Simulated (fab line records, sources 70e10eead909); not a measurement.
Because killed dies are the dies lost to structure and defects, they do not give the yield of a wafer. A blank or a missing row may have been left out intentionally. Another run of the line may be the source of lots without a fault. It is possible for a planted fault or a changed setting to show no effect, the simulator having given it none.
Struck lot and sound lot, side by side | flow nand-harc | 15 out of 1302 route steps
Sound: these wafers, L491.1, L491.5, L491.6. Struck: wafers L509.2, L509.4, L509.6. Last of all comes the cause.
Order at every step that has rows: each side's tool, ch and its chambers, its first start. Under that, the readings that differ: sound wafers | struck wafers | difference of the means | sigmas: that difference in standard deviations of wafers without a fault.
alike: words and numbers the same on both sides, and readings whose means are apart by under 2 such deviations; not compared: readings that were withheld, readings missing a value for some wafer, numbers with overlapping values and no deviation given by the record, and bounds like >300 which may hide the same value.
Wherever a step has rows on one side only, a row that says differs or no value, or a row with sigmas, the two part there. Numbers that don't overlap but have no deviation are shown without sigmas and don't part them. Lack of a reading on every wafer of one side parts them only where that side has two or more wafers.

first, 2 steps without rows for these wafers: NHARC_THIN_TSV_PEB_10 (peb time 85 s); NHARC_THIN_TSV_DEVELOP_11 (time 70 s).
NHARC_THIN_TSV_CD_MEAS_12: the cd target is 1000 nm.
  sound on cd-sem-01 ch 0, day 26 01:53; struck on cd-sem-01 ch 0, day 32 11:47
  alike: cd-nm
then, 1 step without rows for these wafers: NHARC_THIN_TSV_HARDBAKE_13 (time 80 s).
NHARC_THIN_TSV_DESCUM_14: chemistry O2, time 3 s.
  sound on rie-diel-06 ch 1,2,3, day 26 02:04; struck on rie-diel-07 ch 1,2,3, day 32 11:57
  alike: drypump-motor-current-A, oes-product-au, rf-vpp-V, showerhead-plenum-p-Torr, throttle-valve-pct
  not compared: rf-hours-counter-h
NHARC_THIN_TSV_ETCH_44: etches the open film in CF4/O2, target depth 1594.2 nm, time 797.1 s.
  sound on rie-diel-06 ch 1,2, day 26 02:08; struck on rie-diel-07 ch 1,2,3, day 32 12:02
  alike: drypump-motor-current-A, oes-product-au, rf-vpp-V, showerhead-plenum-p-Torr, throttle-valve-pct
  not compared: rf-hours-counter-h
NHARC_THIN_TSV_ETCH_15: target depth 3000 nm, bosch target overetch cycles 2, bosch etch step 2.8 s.
  sound on rie-si-03 ch 0,1,3, day 26 02:44; struck on rie-si-05 ch 0,1, day 32 12:35
  alike: drypump-motor-current-A
  not compared: rf-hours-counter-h
NHARC_THIN_TSV_CD_MEAS_16:
  struck on cd-sem-01, day 32 12:44; sound on cd-sem-03, day 26 02:51
  alike: cd-nm
NHARC_THIN_TSV_STRIP_45: strips in O2.
  sound on plasma-asher-01 ch 0,1, day 26 02:58; struck on plasma-asher-02 ch 0,1, day 32 12:52
  alike: drypump-motor-current-A, heater-power-w
  not compared: rf-hours-counter-h
then, 2 steps without rows for these wafers: NHARC_THIN_TSV_STRIP_46 (strips in post etch residue remover, time 1200 s); NHARC_THIN_TSV_DEP_47 (deposits SiO2, target thk 200 nm).
NHARC_THIN_TSV_ETCHBACK_48: etches the open film in C4F8/Ar, target depth 1028.5 nm, time 405.17 s.
  sound on rie-diel-06 ch 0,3, day 26 04:07; struck on rie-diel-08 ch 1,2, day 32 14:02
  alike: oes-product-au, rf-vpp-V
  not compared: rf-hours-counter-h
NHARC_THIN_TSV_STRIP_62: strips in N2/H2, time 20 s.
  sound on plasma-asher-01 ch 0,1, day 26 04:42; struck on plasma-asher-01 ch 0,1, day 32 14:23
  no value came back on the struck wafers for drypump-motor-current-A (A), heater-power-w (W); on the sound wafers drypump-motor-current-A (A) reads 5.4 5.4 6.6
  not compared: rf-hours-counter-h
then, 1 step without rows for these wafers: NHARC_THIN_TSV_DEGAS_49 (time 120 s).
NHARC_END_SORT_01:
  sound on prober-01 ch 0, day 26 17:08; struck on prober-01 ch 0, day 33 03:28
  reading             | sound | struck  | difference | sigmas
  killed-at-other     | 2 3 3 | 9 9 10  | +7         | +6
  killed-at-periphery | 1 0 1 | 4 7 6   | +5         | +2
  killed-open         | 0 4 0 | 10 7 12 | +8         | +4
  alike: defect-limited-yield, killed-at-array, killed-dies, killed-short, sort_bin_2_pct, sort_bin_3_pct, sort_bin_4_pct, sort-n-pass, sort-rim-yield-pct, sort-yield-pct

== WHERE THEY PART ==
Last at NHARC_END_SORT_01 as far as this record goes, first at NHARC_THIN_TSV_STRIP_62.

WHY: what the simulator had put in
Step skipped in full: plasma-asher-01, at NHARC_THIN_TSV_STRIP_62, from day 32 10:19 onward. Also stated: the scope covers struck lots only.
